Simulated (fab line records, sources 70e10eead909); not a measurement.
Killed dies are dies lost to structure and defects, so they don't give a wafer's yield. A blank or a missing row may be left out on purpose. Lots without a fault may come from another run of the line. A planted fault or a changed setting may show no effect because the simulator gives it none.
Problem report in the 8D (eight disciplines) form, filled by code | flow nand_harc | the parts of the form that need people (team, actions taken, sign-off) are left out

1. THE PROBLEM
thk_nm at NHARC_A_ONON_D1_THK_MEAS_02 reads a mean of 1164 nm on 3 wafers of 3 lots; wafers without a fault read 1001 nm with a standard deviation of 10. That is +16 standard deviations from the usual mean.
The step: measures by ellipsometry.
First seen on wafer L848.4, day 9 12:18, on film_metro-01. The record holds 42 wafers of 14 lots with a number at this step. Rule for "out", or "out of limits": more than 4 standard deviations from the usual mean. The other wafers with a number count as sound.

2. WHAT IT IS AND WHAT IT IS NOT
question                    | is                           | is not
which readings at this step | thk_nm                       | -
which lots                  | L848, L850, L852             | L845, L846, L847, L854, L858, L859, L861, L862, L863, L864, L867
which wafers of those lots  | L848.4, L850.4, L852.4       | L848.1, L848.6, L850.5, L850.6, L852.1, L852.2
read on which gauges        | film_metro-01, film_metro-02 | -
when                        | from day 9 12:18             | up to then (11 sound wafers); but 28 sound wafers of L850, L852, L854, L858, L859, L861, L862, L863, L864, L867 came after

3. SUSPECTS, AND WHAT RULES EACH OUT
Counting: a tool at a process step up to the reading stays a suspect if it ran every lot that is out. Sound lots after the first of them don't rule it out here, since some wafers of a struck lot are sound.
- the gauge at NHARC_A_ONON_D1_THK_MEAS_02: ruled out. The wafers that are out were read on 2 gauges (film_metro-01, film_metro-02).
- pecvd_onon-01 at NHARC_A_ONON_D1_DEP_00 (target thk 1000 nm): kept. It ran every lot that is out, first L848 (day 9 11:47); its last sound lot up to then is L847 (day 9 00:53).
Left after counting: pecvd_onon-01 at NHARC_A_ONON_D1_DEP_00.

4. THE CAUSE (what the simulator had put in)
Process parameter drift: pecvd_onon-01, from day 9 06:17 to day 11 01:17, at NHARC_A_ONON_D1_DEP_00. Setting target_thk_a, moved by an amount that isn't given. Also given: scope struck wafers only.
Counting left only this tool.

5. THE CHAIN OF EFFECTS, in route order
Each row: a reading whose mean over the struck wafers that have a number lies more than 3 standard deviations from the usual. Only readings for which the record gives a usual standard deviation are gone through. hours: the time from each lot's start at the first step in this table that gives one to its start at this step, as a median over the lots. sigmas: the change in usual standard deviations.
hours | step                        | reading         | usual   | on struck wafers | change | sigmas
0     | NHARC_A_ONON_D1_THK_MEAS_02 | thk_nm          | 1001 nm | 1164             | +163   | +16
392   | NHARC_END_SORT_01           | killed_at_array | 44      | 674              | +630   | +39
392   | NHARC_END_SORT_01           | killed_dies     | 48      | 677              | +629   | +39

6. WHAT WOULD HAVE CAUGHT IT SOONER
In this record the first reading out of limits at a measuring or inspecting step was taken at day 9 12:18, 6 hours after the fault began at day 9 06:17.
Of the lots that are out (3), L850, L852 began NHARC_A_ONON_D1_DEP_00 on pecvd_onon-01 after day 9 12:18. A hold on the tool at that time would have spared those 2.
